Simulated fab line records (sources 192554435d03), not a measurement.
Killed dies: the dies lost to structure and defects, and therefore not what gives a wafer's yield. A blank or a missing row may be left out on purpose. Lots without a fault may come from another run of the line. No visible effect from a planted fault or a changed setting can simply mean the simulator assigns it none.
Problem report in the 8D (eight disciplines) form, filled by code / flow n5_finfet / the parts of the form that need people (team, actions taken, sign-off) are left out

1. WHAT WENT WRONG
Wafers without a fault read 1500.2 rpm, standard deviation 1.1; spin_speed_rpm at N5_BEOL_M10_COAT_63 reads a mean of 1212.0 rpm on 6 wafers belonging to 2 lots. That is -99 or more standard deviations from the usual mean.
The step: time 60 s, resist thk 100 nm.
Seen first at day 12 20:47 on litho_track-01, wafer L149.1. The record holds 12 wafers of 4 lots with a number at this step. By rule, "out" or "out of limits" means more than 4 standard deviations away from the usual mean. Any other wafer with a number is counted as sound.

2. WHAT IT IS, WHAT IT ISN'T
question=which readings at this step | is=spin_speed_rpm | is not=-
question=which lots | is=L149, L151 | is not=L143, L162
question=which wafers of those lots | is=all that have a number | is not=-
question=read on which tools | is=litho_track-01 | is not=-
question=when | is=from day 12 20:47 | is not=up to then (3 sound wafers); but 3 sound wafers of L162 came after

3. WHAT RULES OUT EACH SUSPECT
Counting: a tool at a process step up to the reading stays a suspect if it ran every lot that is out and no sound lot after the first of them.
- litho_track-01 at N5_BEOL_M10_COAT_63 (time 60 s, resist thk 100 nm): ruled out as a lasting fault. The sound lots L162 went through it after L149, its earliest lot that is out (day 12 20:47).
Left after counting: nothing in the record.

4. THE CAUSE (what the simulator had put in)
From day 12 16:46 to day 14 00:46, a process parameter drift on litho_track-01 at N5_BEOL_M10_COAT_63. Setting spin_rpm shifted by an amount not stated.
Counting ruled it out, wrongly.

5. THE EFFECT CHAIN, in route order
Each row: a reading whose mean over the struck wafers that have a number lies more than 3 standard deviations from the usual. Readings are gone through only where the record gives a usual standard deviation; hours: the median, over the lots, of the time from a lot's start at the first step in this table giving one to that lot's start at this step; sigmas: the change measured in usual standard deviations.
hours=0; step=N5_BEOL_M10_COAT_63; reading=spin_speed_rpm; usual=1500.2 rpm; on struck wafers=1212.0; change=-288.2; sigmas=-99 or more
Process steps it contains:
- N5_BEOL_M10_COAT_63: time 60 s, resist thk 100 nm.

6. HOW IT WOULD HAVE BEEN CAUGHT EARLIER
In this record the first reading out of limits was taken at day 12 20:47, 4 hours after the fault began at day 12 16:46.
